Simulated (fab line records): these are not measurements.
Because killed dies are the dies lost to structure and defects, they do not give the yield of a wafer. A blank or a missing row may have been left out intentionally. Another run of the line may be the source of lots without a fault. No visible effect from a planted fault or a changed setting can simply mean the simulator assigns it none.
Split-lot trial    flow n5 finfet    21 wafers read from 7 lots, route of 1938 steps

SPLIT DETAILS
At N5_BEOL_M1_HM_DEP_02 (deposits TiN, target thk 20 nm), the setting target thk a was moved away from the recipe's 200 angstrom on 6 of the 21 wafers read, by -6.8% to +12.4%. All remaining wafers had this setting at the recipe value.

FROM THE SPLIT TO THE READING: what the file shows between them, 4 steps
- N5_BEOL_M1_COAT_61: time 60 s, resist thk 60 nm
- N5_BEOL_M1_COAT_62: time 60 s, resist thk 12 nm
- N5_BEOL_M1_STRIP_75: strips in N2/H2
- N5_BEOL_M1_STRIP_66: strips in CF4

THE READING
etch.depth nm (the simulator's own value, which no gauge read), in nm, at N5_BEOL_M1_HM_OPEN_17 (chemistry Cl2/BCl3, target TiN, target depth 20 nm, overetch 6 nm). There is no usual value for it anywhere in the file. Average 20.16 nm, standard deviation 0.31 nm, over the 15 wafers here run with the recipe.

wafer   tool, chamber at the split  target thk a as run, angstrom  against the recipe  etch.depth nm, nm  against lot-mates on the recipe
L074.1  pvd sputter-03, -           200                            recipe              20.69              -
L074.3  pvd sputter-03, -           189.5                          -5.2%               19.67              -0.84
L074.5  pvd sputter-03, -           200                            recipe              20.33              -
L076.1  pvd sputter-03, -           224.8                          +12.4%              22.39              +2.38
L076.4  pvd sputter-03, -           200                            recipe              20.14              -
L076.6  pvd sputter-03, -           200                            recipe              19.87              -
L077.1  pvd sputter-02, -           186.5                          -6.8%               18.93              -0.70
L077.2  pvd sputter-02, -           186.5                          -6.8%               18.64              -0.99
L077.4  pvd sputter-02, -           200                            recipe              19.63              -
L079.1  pvd sputter-03, -           215                            +7.5%               21.28              +1.23
L079.2  pvd sputter-03, -           215                            +7.5%               21.59              +1.54
L079.6  pvd sputter-03, -           200                            recipe              20.05              -
L083.1  pvd sputter-02, -           200                            recipe              20.02              -
L083.2  pvd sputter-02, -           200                            recipe              19.59              -
L083.5  pvd sputter-02, -           200                            recipe              20.06              -
L086.2  pvd sputter-01, -           200                            recipe              20.09              -
L086.3  pvd sputter-01, -           200                            recipe              20.58              -
L086.6  pvd sputter-01, -           200                            recipe              20.39              -
L087.1  pvd sputter-03, -           200                            recipe              20.23              -
L087.3  pvd sputter-03, -           200                            recipe              20.55              -
L087.6  pvd sputter-03, -           200                            recipe              20.18              -

THE FIT
A straight line over all 21 wafers: etch.depth nm changes by +0.176 nm for each +1% of target thk a; r = +0.93; the points scatter about the line by 0.31 nm.
The same after taking each lot's own level away (the mean of its wafers on the recipe; 21 wafers): +0.171 nm for each +1%; r = +0.97; scatter 0.2 nm.
On that fit, the largest move of target thk a shifts the reading by 2.1 nm.
The span of the lots' own levels, 19.630 to 20.510 nm, comes to 2.8 times the standard deviation stated above.
So the lot-to-lot level changes the slope little: the two slopes agree.
Check: with one of the wafers moved furthest among these (+12.4%) left out of the fit, the line predicts +2.01 nm for it against its lot-mates. Against them it came out at +2.38 nm.

OTHER SPLITS APPLIED TO THESE WAFERS
Before the reading, these wafers also passed through other splits. Each is held against what the fit with the lots' levels taken away leaves over:
other split on the same wafers             wafers away from the commonest value  r with etch.depth nm (lot level and that fit taken away)
N5_MOL_CONTACT_COAG_COAT_64 spin rpm       3                                     -0.30
N5_MOL_CONTACT_COAG_COAT_34 spin rpm       11                                    -0.06
N5_BEOL_M0_SAQP_PECVD_96 time s            3                                     -0.19
N5_BEOL_M0_SAQP_DEVELOP_13 develop time s  8                                     -0.01
N5_BEOL_M0_CUTY_EXPOSE_54 dose mj          9                                     -0.04
N5_BEOL_M0_ETCH_138 source w               7                                     -0.04

THE WHOLE CHAIN: every reading that the file lists as answering this split, in the file's order
step                   what it does                                                       reading                                                                           change (the file's fit)                r (the file's)
N5_BEOL_M1_HM_DEP_02   deposits TiN, target thk 20 nm                                     TiN_of_BEOL_M1_HM_DEP_02.thk nm (the simulator's own value, which no gauge read)  +0.178 nm for each +1% of the setting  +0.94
N5_BEOL_M1_HM_OPEN_17  chemistry Cl2/BCl3, target TiN, target depth 20 nm, overetch 6 nm  etch.depth nm (the simulator's own value, which no gauge read)                    +0.177 nm for each +1% of the setting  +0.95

THE FILE'S OWN FIT
etch.depth nm changes by +0.177 nm for each +1% of target thk a, r = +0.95.
